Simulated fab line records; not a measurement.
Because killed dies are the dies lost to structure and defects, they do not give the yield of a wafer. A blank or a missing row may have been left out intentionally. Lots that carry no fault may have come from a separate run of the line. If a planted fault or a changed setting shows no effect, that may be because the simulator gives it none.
fab line records -- flow n5Finfet
record: lots: 10, wafers: 28, lastDay: 18
route steps=1938 shown SPACER0@260 BEOL_M4@1097 BEOL_M5@1113 PASSIVATION@1936
lots with no fault: from the same line, run without faults
startH: the number of hours between the record's first day and the start of the first shown wafer of the lot -- waitH: hours from the lot's prior step to this one -- " repeats the value in the row above -- L1.1+2: a row that stands for several wafers -- - no value, or no start given -- * or withheld: withheld -- < > ~ a bound
route shown NAME@n: a module of which the file shows steps, and the number in the route of the first -- usual: mean and standard deviation over wafers with no fault -- same: alike in all rows -- chamber/n: place in a boat -- sites: each site's reading -- _std_site: standard deviation across them -- _edge_site: mean of outer sites minus mean of inner sites -- radiusMm: how far each site lies from the wafer's centre -- mask NAME#n: copy n -- behind: the most recent tool/chamber to have shaped the wafer -- hold: reason for holding the lot/hours on hold/outcome of the hold -- device: whichever transistor did not switch (one of n, p or np) -- end of line: the route-end tests of the same wafers -- a step given without rows: its recipe and nothing more -- killed: at the first sort, the dies lost to defects and structure; wafer yield is something else -- map: shows each die of a wafer: x if killed, . if not, _ if none is there
set.NAME: the setting the step ran with; set.NAME@STEP: the setting that earlier step ran with -- model.NAME: the simulator's own value behind a step, which no gauge read
one table for each step of the route and one row for each wafer, over a sample of lots
services: the hour from which a tool's chamber was out of use, counted from the record's first day as startH (under 0 if before that day), plus the number of hours and why
== steps ==
step: N5_SPACER0_ALD_08
recipe: material: SiNx, targetThkA: 20, tempC: 400, aldPrecursorFamily: SiH2I2, aldCoReactant: N2/H2-plasma, pressureTorr: 2
usual: heaterPowerW: 843/53
lot.wafer,tool,chamber,startH,waitH,heaterPowerW
L795.3,aldSin-04,2,47.89,0.1,856
L795.5,aldSin-04,3,47.89,0.1,849
L795.6,aldSin-04,2,47.89,0.1,834
L796.2,aldSin-04,1,55.05,0.1,776
L796.3,aldSin-04,3,55.05,0.1,849
L796.5,aldSin-04,2,55.05,0.1,862
L797.1,aldSin-03,3,60.62,0.1,893
L797.2,aldSin-03,1,60.62,0.1,846
L797.6,aldSin-03,2,60.62,0.1,765
L798.2,aldSin-04,0,72.16,0.1,942
L798.6,aldSin-04,2,72.16,0.1,868
L800.1,aldSin-04,2,80.58,0.1,827
L800.3,aldSin-04,0,80.58,0.1,937
L800.6,aldSin-04,3,80.58,0.1,857
L801.5,aldSin-04,0,84.45,0.1,967
L801.6,aldSin-04,3,84.45,0.1,846
L802.1,aldSin-01,2,90.24,0.1,827
L802.2,aldSin-01,0,90.24,0.1,793
L802.5,aldSin-01,2,90.24,0.1,833
L803.1,aldSin-04,2,99.96,0.1,816
L803.2,aldSin-04,0,99.96,0.1,929
L803.6,aldSin-04,0,99.96,0.1,920
L804.1,aldSin-01,2,103.58,0.1,847
L804.2,aldSin-01,3,103.58,0.1,865
L804.3,aldSin-01,1,103.58,0.1,811
L814.1,aldSin-04,3,163.73,0.1,809
L814.3,aldSin-04,0,163.73,0.1,932
L814.5,aldSin-04,0,163.73,0.1,918
step: N5_BEOL_M4_ANNEAL_93
recipe: tempC: 400, timeS: 240, ambient: vacuum
usual: heaterPowerW: 859/93, susceptor_temp_C_max: 400.8/0.49
same: timeS: 240
lot.wafer,tool,chamber,startH,waitH,heaterPowerW,susceptor_temp_C_max
L795.3,pvdSputter-03,-,196.81,0.0,773,401.0
L795.5,pvdSputter-03,-,196.81,0.0,824,401.5
L795.6,pvdSputter-03,-,196.81,0.0,756,401.2
L796.2,pvdSputter-01,-,201.68,0.0,810,401.2
L796.3,pvdSputter-01,-,201.68,0.0,959,400.8
L796.5,pvdSputter-01,-,201.68,0.0,935,401.0
L797.1,pvdSputter-02,-,204.47,0.0,1028,400.5
L797.2,pvdSputter-02,-,204.47,0.0,753,400.7
L797.6,pvdSputter-02,-,204.47,0.0,730,400.9
L798.2,pvdSputter-03,-,213.19,0.0,858,401.7
L798.6,pvdSputter-03,-,213.19,0.0,784,401.3
L800.1,pvdSputter-01,-,236.96,0.0,888,400.6
L800.3,pvdSputter-01,-,236.96,0.0,967,400.5
L800.6,pvdSputter-01,-,236.96,0.0,785,401.2
L801.5,pvdSputter-02,-,237.20,0.1,1048,400.5
L801.6,pvdSputter-02,-,237.20,0.1,735,401.3
L802.1,pvdSputter-01,-,239.89,0.0,909,400.5
L802.2,pvdSputter-01,-,239.89,0.0,773,401.3
L802.5,pvdSputter-01,-,239.89,0.0,906,400.3
L803.1,pvdSputter-03,-,243.70,0.0,781,402.3
L803.2,pvdSputter-03,-,243.70,0.0,782,400.8
L803.6,pvdSputter-03,-,243.70,0.0,795,401.7
L804.1,pvdSputter-01,-,244.91,0.0,913,400.6
L804.2,pvdSputter-01,-,244.91,0.0,794,400.6
L804.3,pvdSputter-01,-,244.91,0.0,973,400.8
L814.1,pvdSputter-03,-,315.95,0.0,769,401.1
L814.3,pvdSputter-03,-,315.95,0.0,792,400.5
L814.5,pvdSputter-03,-,315.95,0.0,784,400.4
step: N5_BEOL_M4_DEP_57
recipe: material: SiCN, targetThkA: 80, tempC: withheld, precursor: 3MS/NH3, pressureTorr: 3, rfW: 202, timeS: 14
usual: showerheadPlenumPTorr: 3.667/0.013, throttleValvePct: 9.4/0.41
same: timeS: 14
lot.wafer,tool,chamber,startH,waitH,showerheadPlenumPTorr,throttleValvePct
L795.3,pecvd-01,0,199.61,0.0,3.668,9.5
L795.5,pecvd-01,1,199.61,0.0,3.684,9.4
L795.6,pecvd-01,0,199.61,0.0,3.663,9.9
L796.2,pecvd-03,1,203.54,0.0,3.661,9.8
L796.3,pecvd-03,2,203.54,0.0,3.677,8.7
L796.5,pecvd-03,2,203.54,0.0,3.673,8.6
L797.1,pecvd-04,2,205.81,0.0,3.654,8.7
L797.2,pecvd-04,1,205.81,0.0,3.684,9.1
L797.6,pecvd-04,1,205.81,0.0,3.680,9.5
L798.2,pecvd-03,2,214.53,0.0,3.659,8.9
L798.6,pecvd-03,0,214.53,0.0,3.658,9.1
L800.1,pecvd-03,0,238.32,0.0,3.675,9.2
L800.3,pecvd-03,1,238.32,0.0,3.658,10.0
L800.6,pecvd-03,1,238.32,0.0,3.665,9.7
L801.5,pecvd-04,1,238.74,0.0,3.681,9.3
L801.6,pecvd-04,2,238.74,0.0,3.641,8.6
L802.1,pecvd-01,1,241.24,0.0,3.687,9.1
L802.2,pecvd-01,0,241.24,0.0,3.653,9.7
L802.5,pecvd-01,1,241.24,0.0,3.674,9.3
L803.1,pecvd-04,1,245.55,0.0,3.685,9.2
L803.2,pecvd-04,2,245.55,0.0,3.642,8.7
L803.6,pecvd-04,1,245.55,0.0,3.672,9.6
L804.1,pecvd-03,2,246.89,0.0,3.661,9.3
L804.2,pecvd-03,1,246.89,0.0,3.675,9.8
L804.3,pecvd-03,0,246.89,0.0,3.668,9.4
L814.1,pecvd-04,2,317.29,0.0,3.649,8.8
L814.3,pecvd-04,0,317.29,0.0,3.685,9.8
L814.5,pecvd-04,1,317.29,0.0,3.676,9.4
step: N5_BEOL_M4_RC_MEAS_101
usual: DIBL_N: 36.0/1.6, DIBL_P: 35.8/2, IOFF_N: 0.152/0.03, IOFF_P: 0.20/0.031, ION_N: 670/12, ION_P: 459/7.4, REXT_N: 75.1/1.6, SS_N: 71.5/0.56, SS_P: 73.2/0.64, VT_N: 251/3.5, VT_P: -252/3.3
lot.wafer,tool,chamber,startH,waitH,DIBL_N[mV/V],DIBL_P[mV/V],IOFF_N[nA/um],IOFF_P[nA/um],ION_N[uA/um],ION_P[uA/um],REXT_N[ohm.um],SS_N[mV/dec],SS_P[mV/dec],VT_N[mV],VT_P[mV]
L795.3,prober-02,0,200.04,0.3,36.5,36.9,0.170,0.23,681,467,75.7,72.2,73.9,246,-247
L795.5,prober-02,0,200.04,0.3,36.4,36.1,0.159,0.22,664,457,76.1,72.2,73.9,251,-246
L795.6,prober-02,0,200.04,0.3,35.1,35.6,0.143,0.22,675,469,77.0,72.0,73.2,252,-246
L796.2,prober-02,0,203.82,0.2,36.7,35.8,0.154,0.20,674,462,72.8,72.0,73.0,251,-253
L796.3,prober-02,0,203.82,0.2,36.7,35.5,0.141,0.19,657,454,73.8,71.0,73.0,254,-254
L796.5,prober-02,0,203.82,0.2,33.5,31.3,0.101,0.15,650,450,73.6,71.0,72.1,255,-256
L797.1,prober-02,0,205.93,0.0,37.0,37.4,0.162,0.21,683,468,75.5,70.9,74.1,248,-250
L797.2,prober-02,0,205.93,0.0,35.3,34.5,0.136,0.17,675,464,74.2,71.0,72.6,249,-253
L797.6,prober-02,0,205.93,0.0,35.9,34.9,0.135,0.18,659,451,76.0,70.8,73.1,252,-255
L798.2,prober-01,0,214.81,0.2,36.7,37.3,0.176,0.21,670,452,73.7,71.8,73.2,251,-251
L798.6,prober-01,0,214.81,0.2,35.8,35.5,0.165,0.19,667,456,74.0,71.8,73.5,247,-254
L800.1,prober-01,0,238.45,0.0,33.6,34.2,0.113,0.19,644,456,75.2,71.4,72.4,255,-247
L800.3,prober-01,0,238.45,0.0,36.9,38.5,0.172,0.26,676,473,76.2,71.7,73.6,248,-245
L800.6,prober-01,0,238.45,0.0,34.7,35.2,0.136,0.21,673,473,73.8,71.2,72.9,253,-248
L801.5,prober-02,0,239.46,0.6,36.8,37.0,0.170,0.20,665,449,74.9,71.2,73.4,247,-253
L801.6,prober-02,0,239.46,0.6,34.7,35.1,0.134,0.18,667,457,75.0,71.4,73.4,253,-252
L802.1,prober-01,0,241.38,0.0,33.4,30.6,0.099,0.15,645,449,72.1,70.3,71.7,256,-254
L802.2,prober-01,0,241.38,0.0,34.5,33.8,0.123,0.19,671,467,72.9,70.3,72.5,252,-251
L802.5,prober-01,0,241.38,0.0,36.9,35.4,0.152,0.20,662,460,72.0,72.2,73.3,249,-249
L803.1,prober-01,0,245.94,0.0,34.2,33.1,0.111,0.15,654,447,73.7,71.0,71.8,257,-257
L803.2,prober-01,0,245.94,0.0,35.1,34.1,0.124,0.15,647,441,73.3,71.6,72.7,255,-255
L803.6,prober-01,0,245.94,0.0,36.6,36.1,0.150,0.18,663,451,73.8,72.1,73.1,251,-256
L804.1,prober-01,0,247.01,0.0,33.3,33.0,0.110,0.16,659,457,76.9,71.8,72.7,253,-254
L804.2,prober-01,0,247.01,0.0,34.2,35.2,0.129,0.19,661,457,77.1,71.1,73.3,252,-252
L804.3,prober-01,0,247.01,0.0,36.2,38.0,0.170,0.23,678,463,77.6,71.6,73.7,249,-247
L814.1,prober-02,0,317.40,0.0,38.0,36.9,0.195,0.24,696,474,69.7,72.3,73.2,246,-248
L814.3,prober-02,0,317.40,0.0,33.6,31.3,0.109,0.14,653,449,73.6,71.5,73.0,257,-256
L814.5,prober-02,0,317.40,0.0,34.9,33.4,0.135,0.17,674,463,74.3,71.9,72.8,250,-253
step: N5_BEOL_M5_CURE_79
recipe: tempC: 385, timeS: 240, ambient: He/Ar, material: SiCOH_lowk
usual: lampPowerPct: 52.30/0.058, wafer_temp_C_max: 386.4/0.55
same: timeS: 240
lot.wafer,tool,chamber,startH,waitH,lampPowerPct,wafer_temp_C_max
L795.3,uvCure-01,2,200.91,0.2,52.38,386.1
L795.5,uvCure-01,2,200.91,0.2,52.28,385.7
L795.6,uvCure-01,2,200.91,0.2,52.32,386.1
L796.2,uvCure-03,2,205.33,0.7,52.28,386.1
L796.3,uvCure-03,2,205.33,0.7,52.32,385.9
L796.5,uvCure-03,2,205.33,0.7,52.40,386.0
L797.1,uvCure-03,1,206.96,0.0,52.25,386.4
L797.2,uvCure-03,1,206.96,0.0,52.43,386.6
L797.6,uvCure-03,1,206.96,0.0,52.27,386.7
L798.2,uvCure-01,2,215.83,0.2,52.43,386.0
L798.6,uvCure-01,2,215.83,0.2,52.34,386.1
L800.1,uvCure-02,0,239.50,0.1,52.36,386.6
L800.3,uvCure-02,0,239.50,0.1,52.28,386.8
L800.6,uvCure-02,0,239.50,0.1,52.34,386.6
L801.5,uvCure-03,1,240.19,0.3,52.28,386.4
L801.6,uvCure-03,1,240.19,0.3,52.34,386.5
L802.1,uvCure-02,1,242.43,0.1,52.33,385.9
L802.2,uvCure-02,1,242.43,0.1,52.28,386.8
L802.5,uvCure-02,1,242.43,0.1,52.30,386.0
L803.1,uvCure-03,0,246.98,0.1,52.25,386.2
L803.2,uvCure-03,0,246.98,0.1,52.38,386.5
L803.6,uvCure-03,0,246.98,0.1,52.33,386.8
L804.1,uvCure-02,1,248.03,0.0,52.37,386.3
L804.2,uvCure-02,1,248.03,0.0,52.24,386.3
L804.3,uvCure-02,1,248.03,0.0,52.25,386.4
L814.1,uvCure-03,2,318.44,0.0,52.40,386.0
L814.3,uvCure-03,2,318.44,0.0,52.26,385.9
L814.5,uvCure-03,2,318.44,0.0,52.35,386.3
step: N5_PASSIVATION_PROBE_49
usual: defectLimitedYield: 91.6/1.4, killed_at_M0_to_M3: 33/10, killed_at_M4_up: 13/5.3, killedAtContacts: 13/5.9, killedAtFrontEnd: 36/12, killedAtOther: 4/3.1, killedDies: 99/16, killedOpen: 65/13, killedShort: 32/7.3, sort_bin_5_function: 4.9/0.9, sort_bin_6_memory: 3.1/0.66, sort_bin_8_speed: 0.0/0.42, sortNPass: 1081/17, sortYieldPct: 91.6/1.4
same: grossDies: 1180, killedAtBackSide: 0, sort_bin_4_leakage[%]: 0
lot.wafer,tool,chamber,startH,waitH,defectLimitedYield[%],killed_at_M0_to_M3,killed_at_M4_up,killedAtContacts,killedAtFrontEnd,killedAtOther,killedDies,killedOpen,killedShort,sort_bin_5_function[%],sort_bin_6_memory[%],sort_bin_8_speed[%],sortNPass,sortYieldPct[%]
L795.3,prober-01,-,306.14,0.1,92.6,44,1,10,30,2,87,54,32,4.7,2.5,0,1093,92.6
L795.5,prober-01,-,306.24,0.2,91.9,47,10,7,32,0,96,54,39,4.6,3.1,0,1084,91.9
L795.6,prober-01,-,306.29,0.3,92.3,37,11,9,32,2,91,52,37,4.5,2.8,0,1089,92.3
L796.2,prober-01,-,312.29,0.1,90.9,46,6,8,41,6,107,80,27,5.5,3.2,0,1073,90.9
L796.3,prober-01,-,312.34,0.1,91.4,40,13,9,32,7,101,67,28,5.2,2.7,0,1079,91.4
L796.5,prober-01,-,312.44,0.2,92.2,26,11,9,43,3,92,50,34,4.6,2.2,0,1088,92.2
L797.1,prober-01,-,317.40,0.0,91.8,32,10,20,29,6,97,65,32,4.8,3.1,0,1083,91.8
L797.2,prober-01,-,317.45,0.1,92.5,25,12,12,35,5,89,49,39,4.6,2.5,0,1091,92.5
L797.6,prober-01,-,317.65,0.3,89.7,43,19,22,32,5,121,73,48,5.7,4.5,0,1059,89.7
L798.2,prober-01,-,321.06,0.1,91.9,30,5,23,30,7,95,49,43,5.0,2.9,0,1085,91.9
L798.6,prober-01,-,321.26,0.3,91.4,39,9,22,31,0,101,65,36,5.3,2.8,0,1079,91.4
L801.5,prober-02,-,335.36,0.2,91.5,32,10,19,37,2,100,73,27,5.2,2.7,0,1080,91.5
L801.6,prober-02,-,335.41,0.3,92.5,30,8,15,33,3,89,65,22,4.1,3.3,0,1091,92.5
L800.1,prober-01,-,336.55,0.0,91.8,32,17,17,31,0,97,70,18,4.4,3.1,0.2,1081,91.6
L800.3,prober-01,-,336.65,0.1,90.9,50,18,5,32,2,107,74,32,5.3,3.6,0,1073,90.9
L800.6,prober-01,-,336.80,0.3,91.4,46,12,10,24,9,101,74,27,5.7,2.6,0,1079,91.4
L802.1,prober-01,-,341.40,0.0,91.7,31,13,9,42,3,98,64,33,5.5,2.4,0,1082,91.7
L802.2,prober-01,-,341.45,0.1,90.8,28,8,14,40,18,108,69,36,6.0,3.1,0,1072,90.8
L802.5,prober-01,-,341.60,0.2,91.1,32,17,19,36,1,105,74,30,5.5,3.2,0,1075,91.1
L803.1,prober-01,-,349.35,0.0,89.8,53,17,14,31,5,120,74,43,5.9,3.6,0,1060,89.8
L803.2,prober-01,-,349.40,0.1,92.7,29,14,11,26,6,86,55,26,3.7,3.2,0,1094,92.7
L803.6,prober-01,-,349.60,0.3,90.3,41,10,10,44,10,115,75,31,5.5,3.9,0,1065,90.3
L804.1,prober-01,-,350.02,0.0,92.7,23,13,11,38,1,86,49,32,4.2,2.8,0,1094,92.7
L804.2,prober-01,-,350.07,0.1,93.4,17,14,9,36,2,78,49,27,4.4,2.0,0,1102,93.4
L804.3,prober-01,-,350.12,0.1,92.9,25,6,11,41,1,84,49,34,4.8,2.1,0,1096,92.9
L814.1,prober-02,-,428.78,0.0,90.0,36,21,13,37,11,118,77,38,5.8,3.6,0,1062,90.0
L814.3,prober-02,-,428.88,0.1,91.7,23,14,11,48,2,98,62,33,5.3,2.5,0,1082,91.7
L814.5,prober-02,-,428.98,0.2,91.1,26,16,12,50,1,105,52,51,4.8,3.5,0,1075,91.1
killed by level:class
L795.3 BEOL_M0_SAQP:geometricParticle:short=14 BEOL_M0_SAQP:geometricParticle:open=11 MOL_CONTACT_COAG:geometricParticle:open=7 FIN_SAQP:geometricParticle:short=6 STARTING-WAFER:geometricParticle:open=5 STI_FIN_REVEAL:geometricParticle:open=5 BEOL_M0:geometricParticle:open=5 BEOL_M1:geometricParticle:open=5
L795.5 BEOL_M0_SAQP:geometricParticle:short=14 BEOL_M2:geometricParticle:open=11 BEOL_M0_SAQP:geometricParticle:open=10 FIN_SAQP:geometricParticle:short=7 STI_FIN_REVEAL:geometricParticle:open=6 BEOL_M1:geometricParticle:short=5 FIN_SAQP:geometricParticle:open=4 BEOL_M1:geometricParticle:open=4
L795.6 FIN_SAQP:geometricParticle:short=8 BEOL_M0_SAQP:geometricParticle:short=8 MOL_CONTACT_COAG:geometricParticle:open=7 STI_FIN_REVEAL:geometricParticle:open=5 GATE_CUT:geometricParticle:short=5 BEOL_M0:geometricParticle:open=5 BEOL_M1:geometricParticle:open=5 BEOL_M3:geometricParticle:open=5
L796.2 BEOL_M0_SAQP:geometricParticle:open=11 STI_FIN_REVEAL:geometricParticle:open=10 BEOL_M1:geometricParticle:open=10 DUMMY_GATE:geometricParticle:open=8 MOL_CONTACT_COAG:geometricParticle:open=8 BEOL_M3:geometricParticle:open=8 FIN_SAQP:geometricParticle:open=7 BEOL_M0_SAQP:geometricParticle:short=7
L796.3 BEOL_M2:geometricParticle:open=12 MOL_CONTACT_COAG:geometricParticle:open=8 FIN_SAQP:geometricParticle:open=7 BEOL_M0_SAQP:geometricParticle:open=7 BEOL_M4:geometricParticle:open=6 HKMG_FIN:areaEtch=6 BEOL_M1:geometricParticle:open=4 BEOL_M2:geometricParticle:short=4
L796.5 FIN_SAQP:geometricParticle:short=9 BEOL_M0_SAQP:geometricParticle:short=8 MOL_CONTACT_COAG:geometricParticle:open=7 HKMG_FIN:areaEtch=7 FIN_SAQP:geometricParticle:open=6 BEOL_M2:geometricParticle:open=6 BEOL_M0_SAQP:geometricParticle:open=5 STARTING-WAFER:geometricParticle:open=5
L797.1 MOL_CONTACT_COAG:geometricParticle:open=18 BEOL_M0_SAQP:geometricParticle:open=11 BEOL_M0_SAQP:geometricParticle:short=9 DUMMY_GATE:geometricParticle:open=6 SPACER0:geometricParticle:open=4 BEOL_M3:geometricParticle:open=4 BEOL_M4:geometricParticle:open=4 STI_FIN_REVEAL:geometricParticle:open=3
L797.2 MOL_CONTACT_COAG:geometricParticle:open=11 BEOL_M0_SAQP:geometricParticle:short=11 BEOL_M0_SAQP:geometricParticle:open=8 STI_FIN_REVEAL:geometricParticle:open=7 STI_FIN_REVEAL:geometricParticle:short=5 DUMMY_GATE:geometricParticle:open=5 GATE_CUT:geometricParticle:short=4 STARTING-WAFER:geometricParticle:short=4
L797.6 BEOL_M0_SAQP:geometricParticle:short=14 MOL_CONTACT_COAG:geometricParticle:open=14 BEOL_M0_SAQP:geometricParticle:open=12 BEOL_M4:geometricParticle:open=10 MOL_CONTACT_COAG:geometricParticle:short=8 FIN_SAQP:geometricParticle:short=7 STI_FIN_REVEAL:geometricParticle:open=6 DUMMY_GATE:geometricParticle:open=6
L798.2 MOL_CONTACT_COAG:geometricParticle:open=12 DUMMY_GATE:geometricParticle:open=11 MOL_CONTACT_COAG:geometricParticle:short=9 BEOL_M0_SAQP:geometricParticle:short=9 BEOL_M0_SAQP:geometricParticle:open=9 FIN_SAQP:geometricParticle:short=6 PAD_METAL:geometricParticle:short=5 BEOL_M2:geometricParticle:open=4
L798.6 MOL_CONTACT_COAG:geometricParticle:open=19 BEOL_M2:geometricParticle:open=12 BEOL_M0_SAQP:geometricParticle:short=9 BEOL_M0_SAQP:geometricParticle:open=8 STI_FIN_REVEAL:geometricParticle:open=7 FIN_SAQP:geometricParticle:short=6 BEOL_M2:geometricParticle:short=4 STARTING-WAFER:geometricParticle:open=4
L801.5 MOL_CONTACT_COAG:geometricParticle:open=15 BEOL_M0_SAQP:geometricParticle:open=9 BEOL_M2:geometricParticle:open=8 STI_FIN_REVEAL:geometricParticle:open=7 FIN_SAQP:geometricParticle:open=6 BEOL_M0_SAQP:geometricParticle:short=6 DUMMY_GATE:geometricParticle:open=5 FIN_SAQP:geometricParticle:short=4
L801.6 MOL_CONTACT_COAG:geometricParticle:open=12 BEOL_M2:geometricParticle:open=10 BEOL_M1:geometricParticle:open=8 STI_FIN_REVEAL:geometricParticle:open=7 FIN_SAQP:geometricParticle:open=6 GATE_CUT:geometricParticle:short=4 BEOL_M0_SAQP:geometricParticle:open=4 BEOL_M5:geometricParticle:open=4
L800.1 BEOL_M2:geometricParticle:open=14 MOL_CONTACT_COAG:geometricParticle:open=14 FIN_SAQP:geometricParticle:open=9 BEOL_M1:geometricParticle:open=9 BEOL_M4:geometricParticle:open=8 HKMG_FIN:areaEtch=8 STARTING-WAFER:geometricParticle:open=4 BEOL_M0_SAQP:geometricParticle:short=4
L800.3 FIN_SAQP:geometricParticle:open=13 BEOL_M2:geometricParticle:open=10 FIN_SAQP:geometricParticle:short=9 BEOL_M0_SAQP:geometricParticle:open=8 BEOL_M0:geometricParticle:open=8 BEOL_M0_SAQP:geometricParticle:short=7 BEOL_M5:geometricParticle:open=7 BEOL_M4:geometricParticle:open=7
L800.6 BEOL_M2:geometricParticle:open=17 BEOL_M0_SAQP:geometricParticle:open=10 FIN_SAQP:geometricParticle:open=9 MOL_CONTACT_COAG:geometricParticle:open=8 BEOL_M4:geometricParticle:open=7 BEOL_M1:geometricParticle:open=6 FIN_SAQP:geometricParticle:short=5 BEOL_M0_SAQP:geometricParticle:short=5
L802.1 BEOL_M3:geometricParticle:open=15 STI_FIN_REVEAL:geometricParticle:open=13 FIN_SAQP:geometricParticle:open=10 FIN_SAQP:geometricParticle:short=8 GATE_CUT:geometricParticle:short=5 MOL_CONTACT_COAG:geometricParticle:open=5 MOL_CONTACT_COAG:geometricParticle:short=4 BEOL_M0_SAQP:geometricParticle:short=4
L802.2 FIN_SAQP:geometricParticle:open=16 MOL_CONTACT_COAG:geometricParticle:open=9 BEOL_M0_SAQP:geometricParticle:open=9 STI_FIN_REVEAL:geometricParticle:open=8 PASS1_CAP:geometricParticle:open=6 MIM_BOT:geometricParticle:short=5 PASS1_CAP:geometricParticle:short=5 FIN_SAQP:geometricParticle:short=4
L802.5 MOL_CONTACT_COAG:geometricParticle:open=14 FIN_SAQP:geometricParticle:open=10 BEOL_M0_SAQP:geometricParticle:open=6 STI_FIN_REVEAL:geometricParticle:open=5 GATE_CUT:geometricParticle:open=5 MOL_CONTACT_COAG:geometricParticle:short=5 BEOL_M1:geometricParticle:open=5 BEOL_M4:geometricParticle:open=5
L803.1 BEOL_M0_SAQP:geometricParticle:open=15 BEOL_M0_SAQP:geometricParticle:short=15 BEOL_M1:geometricParticle:open=14 MOL_CONTACT_COAG:geometricParticle:open=12 FIN_SAQP:geometricParticle:open=6 BEOL_M1:geometricParticle:short=6 BEOL_M4:geometricParticle:short=6 STI_FIN_REVEAL:geometricParticle:open=4
L803.2 BEOL_M0_SAQP:geometricParticle:open=7 MOL_CONTACT_COAG:geometricParticle:open=7 BEOL_M0_SAQP:geometricParticle:short=6 BEOL_M2:geometricParticle:open=6 BEOL_M4:geometricParticle:open=6 FIN_SAQP:geometricParticle:open=4 FIN_SAQP:geometricParticle:short=4 STI_FIN_REVEAL:geometricParticle:open=4
L803.6 STI_FIN_REVEAL:geometricParticle:open=10 BEOL_M0_SAQP:geometricParticle:open=10 MOL_CONTACT_COAG:geometricParticle:open=9 BEOL_M0_SAQP:geometricParticle:short=8 BEOL_M2:geometricParticle:open=6 BEOL_M3:geometricParticle:open=6 GATE_CUT:geometricParticle:short=5 STARTING-WAFER:geometricParticle:open=5
L804.1 FIN_SAQP:geometricParticle:short=11 MOL_CONTACT_COAG:geometricParticle:open=8 STI_FIN_REVEAL:geometricParticle:open=7 BEOL_M0_SAQP:geometricParticle:open=7 BEOL_M0_SAQP:geometricParticle:short=7 BEOL_M2:geometricParticle:open=4 BEOL_M4:geometricParticle:open=4 FIN_SAQP:geometricParticle:open=3
L804.2 FIN_SAQP:geometricParticle:short=10 MOL_CONTACT_COAG:geometricParticle:open=9 FIN_SAQP:geometricParticle:open=6 GATE_CUT:geometricParticle:short=5 BEOL_M0_SAQP:geometricParticle:open=5 BEOL_M2:geometricParticle:open=5 BEOL_M4:geometricParticle:open=5 STI_FIN_REVEAL:geometricParticle:open=4
L804.3 FIN_SAQP:geometricParticle:short=13 MOL_CONTACT_COAG:geometricParticle:open=10 FIN_SAQP:geometricParticle:open=6 DUMMY_GATE:geometricParticle:open=6 BEOL_M0_SAQP:geometricParticle:open=4 BEOL_M1:geometricParticle:open=4 BEOL_M2:geometricParticle:open=4 DUMMY_GATE:geometricParticle:short=3
L814.1 FIN_SAQP:geometricParticle:short=10 MOL_CONTACT_COAG:geometricParticle:open=10 BEOL_M0_SAQP:geometricParticle:open=10 BEOL_M4:geometricParticle:open=8 STI_FIN_REVEAL:geometricParticle:open=6 BEOL_M2:geometricParticle:open=6 BEOL_M0:geometricParticle:open=4 ILD0:geometricParticle:short=4
L814.3 FIN_SAQP:geometricParticle:open=9 FIN_SAQP:geometricParticle:short=8 DUMMY_GATE:geometricParticle:open=8 ILD0:geometricParticle:short=7 BEOL_M4:geometricParticle:open=7 MOL_CONTACT_COAG:geometricParticle:open=6 BEOL_M0_SAQP:geometricParticle:open=6 MOL_CONTACT_COAG:geometricParticle:short=5
L814.5 FIN_SAQP:geometricParticle:short=17 STI_FIN_REVEAL:geometricParticle:open=8 BEOL_M0_SAQP:geometricParticle:short=8 MOL_CONTACT_COAG:geometricParticle:open=7 DUMMY_GATE:geometricParticle:open=6 BEOL_M2:geometricParticle:short=6 BEOL_M4:geometricParticle:open=5 ILD0:geometricParticle:short=4
== services ==
tool,chamber,startH,hours,kind
pvdSputter-01,-,57.55,36.6,repair
pecvd-04,-,58.69,4.3,pm
uvCure-03,-,62.72,7.5,pm
pecvd-04,-,63.57,1.6,repair
aldSin-04,1,65.57,9.8,repair
uvCure-02,-,79.39,1.4,repair
pvdSputter-03,-,79.64,42.5,repair
aldSin-04,-,85.55,14.0,pm
uvCure-03,-,100.82,7.5,pm
pecvd-03,-,102.54,6.0,pm
uvCure-02,-,108.49,0.6,repair
uvCure-02,-,130.65,3.4,pm
uvCure-02,-,137.91,0.4,repair
pvdSputter-01,-,143.59,5.2,repair
pecvd-03,-,162.43,2.2,repair
uvCure-02,-,192.77,1.3,repair
pecvd-04,-,203.08,1.3,repair
aldSin-04,-,220.24,6.1,pm
pecvd-03,1,223.73,6.0,repair
aldSin-04,0,227.91,13.5,repair
pecvd-03,2,234.72,9.0,repair
pecvd-04,0,256.02,5.2,repair
aldSin-04,-,289.65,2.8,pm
pecvd-04,2,301.00,2.5,repair
== key ==
firstSign: step: N5_BEOL_M4_RC_MEAS_101, reading: REXT_N, direction: down, sigmas: 3.5, usual: 75.1, struck: 69.7
effect none on later readings
metAt N5_SPACER0_ALD_08
struckLots L814
struckWafers L814.1
notActingAt N5_BEOL_M4_ANNEAL_93,N5_BEOL_M4_DEP_57,N5_BEOL_M5_CURE_79
onsetBetween 99.96 163.73
fault: kind: processParameterDrift, tool: aldSin-04, chamber: -, onsetH: 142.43, steps: N5_SPACER0_ALD_08, channel: targetThkA, offset: *, shape: step, endH: 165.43, scope: struckWafersOnly, actsIn: *, stated: *
